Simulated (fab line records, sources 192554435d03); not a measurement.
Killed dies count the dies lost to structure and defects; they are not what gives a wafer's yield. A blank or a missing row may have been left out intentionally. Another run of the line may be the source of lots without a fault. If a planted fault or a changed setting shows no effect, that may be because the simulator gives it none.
Comparing a struck lot with a sound one ; flow n5_finfet ; 14 out of 1938 route steps
Sound: these wafers, L336.4, L336.5, L336.6. Struck: wafer L338.5 (L338.2, L338.6, from the same lot, were not struck and are left out); the cause is given at the end.
Per side, at each step with rows, come the tool, then ch with its chambers, and then its first start. Under that, the readings that differ: sound wafers ; struck wafers ; difference of the means ; sigmas: that difference in standard deviations of wafers without a fault.
alike: readings with means less than 2 such deviations apart, plus words and numbers identical on both sides. not compared: withheld readings, readings lacking a value on some wafer, bounds such as >300 that could conceal the same value, and numbers that have no deviation in the record and whose values overlap.
The two part at a step that has a row with sigmas, a row that says differs or no value, or rows on one side only. When numbers do not overlap yet have no deviation, they are printed without sigmas and do not part them. Lack of a reading on every wafer of one side parts them only where that side has two or more wafers.

first, 8 steps without rows for these wafers: N5_BEOL_M13_COAT_66 (time 60 s, resist thk 110 nm); N5_BEOL_M13_COAT_22 (resist thk 300 nm); N5_BEOL_M13_EBR_24; N5_BEOL_M13_SOFTBAKE_23 (time 60 s); N5_BEOL_M13_EXPOSE_25 (exposes mask M13, target cd 210 nm); N5_BEOL_M13_PEB_26 (peb time 90 s); N5_BEOL_M13_DEVELOP_27 (develop time 45 s); N5_BEOL_M13_HARDBAKE_32 (time 120 s).
N5_BEOL_M13_CD_MEAS_28: the cd target is 209.5 nm.
  sound on cd_sem-02 ch 0, day 11 17:02; struck on cd_sem-01 ch 0, day 12 11:58
  alike: cd_nm
N5_BEOL_M13_OVL_MEAS_29:
  sound on overlay-02 ch 0, day 11 17:03; struck on overlay-02 ch 0, day 12 12:00
  alike: M13_OVL
N5_BEOL_M13_INSPECT_30: inspects for defects (macro).
  struck on defect_inspect-02, day 12 12:01; sound on defect_inspect-02, day 11 17:05
  alike: raw_defect_count
N5_BEOL_M13_DESCUM_33: chemistry O2, time 7.9 s.
  sound on rie_diel-06 ch 0,3, day 11 17:07; struck on rie_diel-06 ch 1, day 12 12:04
reading;sound;struck;difference;sigmas
showerhead_plenum_p_Torr (Torr);2.22 2.22 2.18;1.93;-0.28;-3
throttle_valve_pct (%);20.0 20.0 20.5;21.0;+0.8;+3
  alike: drypump_motor_current_A, oes_product_au, rf_vpp_V
  not compared: rf_hours_counter_h
N5_BEOL_M13_ETCH_67: etches SiARC in CF4, target depth 143 nm, time 238.3 s.
  sound on rie_diel-06 ch 0,3, day 11 17:10; struck on rie_diel-06 ch 1, day 12 12:05
reading;sound;struck;difference;sigmas
etch_rf_on_time_s (s);232 232 238;169;-65;-22
rf_vpp_V (V);186.7 185.5 186.3;182.8;-3.4;-2
showerhead_plenum_p_Torr (Torr);2.28 2.28 2.23;1.98;-0.28;-3
throttle_valve_pct (%);15.2 15.2 15.7;16.1;+0.7;+2
  alike: drypump_motor_current_A, oes_product_au
  not compared: rf_hours_counter_h
N5_BEOL_M13_ETCH_68: etches SOC in N2/H2, time 355 s.
  sound on rie_diel-06 ch 0,3, day 11 17:18; struck on rie_diel-06 ch 1, day 12 12:14
reading;sound;struck;difference;sigmas
rf_vpp_V (V);529 530 527;516;-13;-3
showerhead_plenum_p_Torr (Torr);2.70 2.70 2.67;2.34;-0.35;-3
throttle_valve_pct (%);17.3 17.3 17.9;18.2;+0.7;+2
  alike: drypump_motor_current_A, oes_product_au
  not compared: rf_hours_counter_h

## WHERE THEY PART
At N5_BEOL_M13_DESCUM_33 first; at N5_BEOL_M13_ETCH_68 last (within this record only).

WHY: what the simulator had put in
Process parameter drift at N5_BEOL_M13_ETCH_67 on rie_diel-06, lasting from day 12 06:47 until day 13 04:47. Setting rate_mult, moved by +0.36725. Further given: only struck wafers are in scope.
